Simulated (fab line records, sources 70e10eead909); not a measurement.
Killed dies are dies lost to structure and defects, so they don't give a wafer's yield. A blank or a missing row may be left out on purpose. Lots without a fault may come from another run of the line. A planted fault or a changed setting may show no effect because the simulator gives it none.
Which tool did it? | flow nand_harc | 14 lots, 42 wafers sampled, at 5 steps of a route of 1302

WHAT THE GAUGES READ, wafer by wafer
NHARC_END_SORT_01.
lot  | measured     | on        | killed_at_array | killed_at_other | killed_at_periphery | killed_dies | killed_open | killed_short
L313 | day 30 22:27 | prober-02 | 43 45 45        | 3 2 1           | 104 97 98           | 150 144 144 | 4 2 5       | 2 4 2
L314 | day 31 11:38 | prober-01 | 30 26 29        | 0 0 0           | 85 99 84            | 115 125 113 | 2 4 4       | 2 0 2

WHICH TOOL RAN EACH LOT (tool, then ch and the chambers of the sampled wafers, then the start)
lot  | NHARC_P_CONTACT_DEP_30          | NHARC_THIN_TSV_STRIP_45              | NHARC_THIN_TSV_DEGAS_53      | NHARC_THIN_TSV_PRE_CLEAN_54
L297 | pecvd-02 ch 0,2, day 5 20:30    | plasma_asher-01 ch 0,1, day 24 12:34 | pvd_sputter-03, day 24 16:16 | pvd_sputter-03, day 24 16:19
L298 | pecvd-02 ch 0,1, day 6 03:25    | plasma_asher-01 ch 0,1, day 24 13:43 | pvd_sputter-02, day 24 17:23 | pvd_sputter-02, day 24 17:27
L300 | pecvd-02 ch 0,1,2, day 7 02:19  | plasma_asher-01 ch 0,1, day 24 16:53 | pvd_sputter-02, day 24 20:48 | pvd_sputter-02, day 24 20:52
L301 | pecvd-01 ch 0,1,2, day 7 09:59  | plasma_asher-02 ch 0,1, day 25 03:35 | pvd_sputter-03, day 25 07:25 | pvd_sputter-03, day 25 07:29
L302 | pecvd-01 ch 0,1,2, day 8 01:00  | plasma_asher-02 ch 0,1, day 26 14:00 | pvd_sputter-02, day 26 17:40 | pvd_sputter-02, day 26 17:45
L303 | pecvd-01 ch 0,1, day 8 10:17    | plasma_asher-02 ch 0,1, day 26 12:52 | pvd_sputter-03, day 26 16:40 | pvd_sputter-03, day 26 16:45
L304 | pecvd-02 ch 1,2, day 8 14:33    | plasma_asher-01 ch 0,1, day 26 06:30 | pvd_sputter-03, day 26 10:14 | pvd_sputter-03, day 26 10:19
L307 | pecvd-02 ch 0,1, day 10 02:59   | plasma_asher-01 ch 0,1, day 28 00:05 | pvd_sputter-01, day 28 03:50 | pvd_sputter-01, day 28 03:55
L308 | pecvd-01 ch 0,1, day 10 07:06   | plasma_asher-01 ch 0,1, day 27 22:49 | pvd_sputter-03, day 28 02:31 | pvd_sputter-03, day 28 02:38
L313 | pecvd-02 ch 1,2, day 12 12:24   | plasma_asher-02 ch 0,1, day 30 06:49 | pvd_sputter-01, day 30 10:46 | pvd_sputter-01, day 30 10:49
L314 | pecvd-02 ch 1,2, day 12 21:06   | plasma_asher-02 ch 0,1, day 30 21:47 | pvd_sputter-01, day 31 01:31 | pvd_sputter-01, day 31 01:36
L316 | pecvd-03 ch 0,2, day 13 20:29   | plasma_asher-02 ch 0,1, day 32 16:11 | pvd_sputter-02, day 32 19:49 | pvd_sputter-02, day 32 19:54
L317 | pecvd-03 ch 0,1,2, day 14 02:14 | plasma_asher-01 ch 0,1, day 31 14:40 | pvd_sputter-01, day 31 18:25 | pvd_sputter-01, day 31 18:29
L318 | pecvd-03 ch 0,1,2, day 14 19:18 | plasma_asher-02 ch 0,1, day 34 17:53 | pvd_sputter-02, day 34 21:47 | pvd_sputter-02, day 34 21:50
- NHARC_P_CONTACT_DEP_30: deposits SiNx, target thk 30 nm.
- NHARC_THIN_TSV_STRIP_45: strips in O2.
- NHARC_THIN_TSV_DEGAS_53: time 60 s.
- NHARC_THIN_TSV_PRE_CLEAN_54: time 30 s.

WHAT THE TOOLS THEMSELVES READ (means of the sampled wafers that have a number; where no wafer has one, the mark that the record gives instead)
NHARC_P_CONTACT_DEP_30.
lot  | tool     | heater_power_w (W)
L297 | pecvd-02 | 856
L298 | pecvd-02 | 816
L300 | pecvd-02 | 821
L301 | pecvd-01 | 727
L302 | pecvd-01 | 694
L303 | pecvd-01 | 759
L304 | pecvd-02 | 717
L307 | pecvd-02 | 823
L308 | pecvd-01 | 682
L313 | pecvd-02 | 806
L314 | pecvd-02 | 825
L316 | pecvd-03 | 586
L317 | pecvd-03 | 535
L318 | pecvd-03 | 581

NHARC_THIN_TSV_STRIP_45.
lot  | tool            | drypump_motor_current_A (A) | heater_power_w (W)
L297 | plasma_asher-01 | 5.9                         | 336
L298 | plasma_asher-01 | 6.0                         | 351
L300 | plasma_asher-01 | 6.0                         | 348
L301 | plasma_asher-02 | 4.9                         | 334
L302 | plasma_asher-02 | 4.9                         | 336
L303 | plasma_asher-02 | 4.9                         | 345
L304 | plasma_asher-01 | 6.0                         | 350
L307 | plasma_asher-01 | 5.9                         | 339
L308 | plasma_asher-01 | 6.0                         | 349
L313 | plasma_asher-02 | 5.1                         | 339
L314 | plasma_asher-02 | 5.1                         | 332
L316 | plasma_asher-02 | 4.9                         | 336
L317 | plasma_asher-01 | 5.9                         | 343
L318 | plasma_asher-02 | 4.9                         | 336

NHARC_THIN_TSV_DEGAS_53.
lot  | tool           | heater_power_w (W)
L297 | pvd_sputter-03 | 484
L298 | pvd_sputter-02 | 459
L300 | pvd_sputter-02 | 469
L301 | pvd_sputter-03 | 466
L302 | pvd_sputter-02 | 472
L303 | pvd_sputter-03 | 448
L304 | pvd_sputter-03 | 453
L307 | pvd_sputter-01 | 439
L308 | pvd_sputter-03 | 475
L313 | pvd_sputter-01 | 469
L314 | pvd_sputter-01 | 469
L316 | pvd_sputter-02 | 462
L317 | pvd_sputter-01 | 441
L318 | pvd_sputter-02 | 464

NHARC_THIN_TSV_PRE_CLEAN_54.
lot  | tool           | heater_power_w (W)
L297 | pvd_sputter-03 | 419
L298 | pvd_sputter-02 | 438
L300 | pvd_sputter-02 | 414
L301 | pvd_sputter-03 | 403
L302 | pvd_sputter-02 | 421
L303 | pvd_sputter-03 | 409
L304 | pvd_sputter-03 | 423
L307 | pvd_sputter-01 | 407
L308 | pvd_sputter-03 | 420
L313 | pvd_sputter-01 | 408
L314 | pvd_sputter-01 | 404
L316 | pvd_sputter-02 | 413
L317 | pvd_sputter-01 | 415
L318 | pvd_sputter-02 | 450

THE ANSWER, worked out from the rows above alone
Rule: what is usual is taken from the lots themselves. Put in order of their means at a reading, lots are off if they are a third of the lots or fewer, leave a main group of 4 or more, and stand apart from it by a gap of 3 or more times the standard deviation of the main group's means; of several such gaps the widest counts. A main group whose means are all the same, to the digits that the tables above print for the reading, isn't used. A lot without any number at a reading at which 4 lots or more have one is off too. The other lots that the step has rows for count as sound. The gauges are gone through in route order, then the tools' own readings, and for those a lot's mean is taken as printed above. The first step at which some lot is off is used, and at that step the reading that is off furthest; a lot without a number counts as furthest.
No lot is off at any reading shown: from this, nothing can be told.

WHAT THE SIMULATOR HAD PUT IN
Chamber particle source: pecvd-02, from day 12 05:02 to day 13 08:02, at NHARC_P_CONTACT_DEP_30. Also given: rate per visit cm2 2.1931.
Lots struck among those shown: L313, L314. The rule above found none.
